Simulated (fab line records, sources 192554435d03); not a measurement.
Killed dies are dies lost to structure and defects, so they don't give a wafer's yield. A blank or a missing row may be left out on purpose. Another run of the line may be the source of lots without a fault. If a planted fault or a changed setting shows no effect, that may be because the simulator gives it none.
Chamber matching    flow n5-finfet    ald-sin-01 running N5_BEOL_M0_SAQP_SPACER2_ALD_26: 4 sister chambers
The step deposits SiO2, target thk 15 nm, pulse time 1 s, purge time 2 s. 14 wafers are shown with their chamber, then 7 later ones without.

## EACH WAFER AND ITS CHAMBER
wafer   chamber  heater-power-w (W)  precursor-pulse-height-rel
L078.4  0        398                 0.995
L078.5  2        439                 0.984
L078.6  3        633                 1.012
L079.1  0        403                 0.988
L079.2  2        434                 1.024
L079.3  3        657                 1.016
L079.4  1        432                 1.017
L079.5  2        444                 0.977
L079.6  1        421                 0.972
L085.3  0        406                 1.020
L085.4  1        420                 0.977
L085.6  3        650                 0.954
L092.2  3        663                 1.006
L092.3  0        418                 1.001

SIGNATURES (means of the wafers above)
reading                     chamber 0  chamber 1  chamber 2  chamber 3  scatter within a chamber
heater-power-w              406.25     424.33     439.00     650.75     9.27
precursor-pulse-height-rel  1.00100    0.98867    0.99500    0.99700    0.0236
Rule: for a wafer and a chamber, the distance is found by dividing, reading by reading, the gap between the wafer's reading and the chamber's mean by the reading's scatter, squaring, summing and taking the root. The wafer belongs to the nearest chamber; if the next one is less than 2 further off, it can't be placed. The scatter is the square root of a quotient: the sum, over the shown wafers, of each reading's squared deviation from its chamber's mean, divided by wafers minus chambers.

## WAFERS WHOSE CHAMBER IS MISSING
wafer   heater-power-w (W)  precursor-pulse-height-rel
L092.6  412                 1.021
L093.1  648                 0.968
L093.2  416                 0.983
L093.6  421                 1.018
L095.2  432                 0.985
L095.3  422                 1.000
L095.5  654                 1.069

## CHAMBER TAKEN BY EACH
wafer   from the rows above           in truth
L092.6  can't be placed: 0 or 1       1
L093.1  3                             3
L093.2  can't be placed: 1 or 0 or 2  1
L093.6  can't be placed: 1 or 0 or 2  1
L095.2  can't be placed: 1 or 2       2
L095.3  can't be placed: 1 or 0 or 2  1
L095.5  3                             3
Correct placement for 2 of the 7. From these rows, 5 cannot be placed; in 5 the true chamber is one of the candidates. Number placed wrongly: 0.
